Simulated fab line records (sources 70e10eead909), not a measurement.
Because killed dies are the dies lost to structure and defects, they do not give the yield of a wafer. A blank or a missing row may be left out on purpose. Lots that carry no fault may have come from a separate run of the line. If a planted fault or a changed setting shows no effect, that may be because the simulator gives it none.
Comparing a struck lot with a sound one	flow nand_harc	42 out of 1302 route steps
Sound: the wafers L368.1, L368.4, L368.5. Struck: wafer L384.5 (left out: L384.3, L384.6 of the same lot, which were not struck); the cause appears at the end.
Order at every step that has rows: each side's tool, ch and its chambers, its first start. Under that, the readings that differ: sound wafers	struck wafers	difference of the means	sigmas: that difference in standard deviations of wafers without a fault.
alike: readings with means less than 2 such deviations apart, plus words and numbers identical on both sides. not compared: withheld readings, readings lacking a value on some wafer, bounds such as >300 that could conceal the same value, and numbers that have no deviation in the record and whose values overlap.
A row with sigmas, a row that says differs or no value, or rows on one side alone: a step with any of these is where the two part. Numbers that have no deviation but don't overlap get no sigmas and don't part them. A reading that every wafer of one side lacks parts them only if that side has two wafers or more.

NHARC_A_BLC_OVL_MEAS_11:
  sound: overlay-02 at day 23 01:58; struck: overlay-01 at day 30 03:58
  alike: overlay_x_nm, overlay_y_nm
NHARC_A_BLC_INSPECT_12:
  sound: defect_inspect-01 at day 23 01:59; struck: defect_inspect-02 at day 30 04:00
  alike: raw_defect_count
then, 4 steps without rows for these wafers: NHARC_A_BLC_DESCUM_15 (chemistry O2, time 3 s); NHARC_A_BLC_ETCH_16 (etches the open film in CF4, target depth 39 nm, time 65 s); NHARC_A_BLC_ETCH_17 (etches the open film in N2/H2, target depth 390 nm, time 609.38 s); NHARC_A_BLC_ETCH_18 (etches the open film in C4F8/O2/Ar, target depth 910 nm).
NHARC_A_BLC_CD_MEAS_19:
  sound: cd_sem-02 at day 23 03:01; struck: cd_sem-03 at day 30 05:02
  alike: cd_nm
NHARC_A_BLC_STRIP_29: strips in CF4.
  sound on rie_diel-02 ch 0,1,2, day 23 03:07; struck on rie_diel-03 ch 0, day 30 05:07
  alike: drypump_motor_current_A, oes_product_au, rf_vpp_V, showerhead_plenum_p_Torr, throttle_valve_pct
  not compared: rf_hours_counter_h
NHARC_A_BLC_STRIP_21: strips in O2.
  sound on rie_diel-02 ch 0,3, day 23 03:12; struck on rie_diel-03 ch 2, day 30 05:13
reading	sound	struck	difference	sigmas
drypump_motor_current_A (A)	5.8 5.0 5.0	6.4	+1.1	+3
  alike: oes_product_au, rf_vpp_V, showerhead_plenum_p_Torr, throttle_valve_pct
  not compared: rf_hours_counter_h
then, 1 step without rows for these wafers: NHARC_A_BLC_STRIP_22 (strips in post etch residue remover, time 600 s).
NHARC_A_BLC_DEGAS_30: time 60 s.
  sound: pvd_sputter-01 at day 23 03:37; struck: pvd_sputter-02 at day 30 05:40
  alike: heater_power_w
  not compared: susceptor_temp_C
then, 1 step without rows for these wafers: NHARC_A_BLC_PRE_CLEAN_31 (time 15 s).
NHARC_A_BLC_PVD_32: deposits Ti, target thk 5 nm, time 17.7 s.
  sound: pvd_sputter-01 at day 23 03:45; struck: pvd_sputter-02 at day 30 05:47
  alike: throttle_valve_pct
NHARC_A_BLC_ALD_23: deposits TiN, target thk 3 nm, pulse time 1 s, ald cycles 150.
  sound on ald_metal-02 ch 0,2, day 23 03:53; struck on ald_metal-04 ch 0, day 30 05:55
reading	sound	struck	difference	sigmas
heater_power_w (W)	994 997 1004	1157	+159	+2
  alike: heater_power_outer_w, precursor_pulse_height_rel, susceptor_temp_C
then, 3 steps without rows for these wafers: NHARC_A_BLC_CVD_24 (deposits W, target thk 150 nm, time 434 s); NHARC_A_BLC_CMP_25 (polishes, t overpolish 30 s, target thk 150 nm); NHARC_A_BLC_SRD_27.
NHARC_A_BLC_INSPECT_28:
  sound: defect_inspect-01 at day 23 05:01; struck: defect_inspect-01 at day 30 07:02
  alike: raw_defect_count
then, 10 steps without rows for these wafers: NHARC_A_M0_DEP_00 (deposits SiOC, target thk 150 nm); NHARC_A_M0_DEHYDRATE_01 (time 120 s); NHARC_A_M0_HMDS_02 (time 30 s); NHARC_A_M0_COAT_33 (time 65 s); NHARC_A_M0_COAT_03 (resist thk 90 nm); NHARC_A_M0_SOFTBAKE_04 (time 55 s); NHARC_A_M0_EBR_05; NHARC_A_M0_EXPOSE_06 (exposes mask A M0, target cd 80 nm); NHARC_A_M0_PEB_07 (peb time 65 s); NHARC_A_M0_DEVELOP_08 (develop time 35 s).
NHARC_A_M0_CD_MEAS_09: the cd target is 80 nm.
  the record has rows for the sound wafers here (cd_sem-01 ch 0, day 23 05:47) and none for the struck ones
NHARC_A_M0_OVL_MEAS_10: pitch 160 nm.
  the record has rows for the sound wafers here (overlay-02, day 23 05:52) and none for the struck ones
NHARC_A_M0_INSPECT_11:
  the record has rows for the sound wafers here (defect_inspect-02, day 23 05:54) and none for the struck ones
then, 1 step without rows for these wafers: NHARC_A_M0_DESCUM_14 (chemistry O2, time 3 s).
NHARC_A_M0_ETCH_34: etches the open film in N2/H2, target depth 40 nm, overetch 12 nm, time 43.94 s.
  the record has rows for the sound wafers here (rie_diel-11 ch 0,2, day 23 06:03) and none for the struck ones
then, 1 step without rows for these wafers: NHARC_A_M0_ETCH_15 (etches the open film in C4F8/Ar, target depth 150 nm, overetch 15 nm, time 82.5 s).
NHARC_A_M0_CD_MEAS_16:
  the record has rows for the sound wafers here (cd_sem-02, day 23 06:16) and none for the struck ones
then, 6 steps without rows for these wafers: NHARC_A_M0_STRIP_18 (strips in N2/H2); NHARC_A_M0_STRIP_19 (strips in post etch residue remover, time 600 s); NHARC_A_M0_DEGAS_28 (time 60 s); NHARC_A_M0_PRE_CLEAN_29 (time 30 s); NHARC_A_M0_PVD_20 (deposits TaN, target thk 5 nm, time 8.06 s); NHARC_A_M0_PVD_21 (deposits Cu, target thk 30 nm, time 20.49 s).
NHARC_END_SORT_01:
  sound on prober-01 ch 0, day 25 11:02; struck on prober-01 ch 0, day 32 02:05
reading	sound	struck	difference	sigmas
hold	- - -	await_dispo/6.8h/release	no value on the sound wafers	
killed_at_array	19 24 25	677	+654	+34
killed_at_periphery	13 11 6	0	-10	-4
killed_dies	32 35 32	677	+644	+36
  alike: killed_at_other, killed_open, killed_short

WHERE THEY PART
At NHARC_A_BLC_STRIP_21 first; at NHARC_END_SORT_01 last (within this record only).

WHY: the cause the simulator had injected
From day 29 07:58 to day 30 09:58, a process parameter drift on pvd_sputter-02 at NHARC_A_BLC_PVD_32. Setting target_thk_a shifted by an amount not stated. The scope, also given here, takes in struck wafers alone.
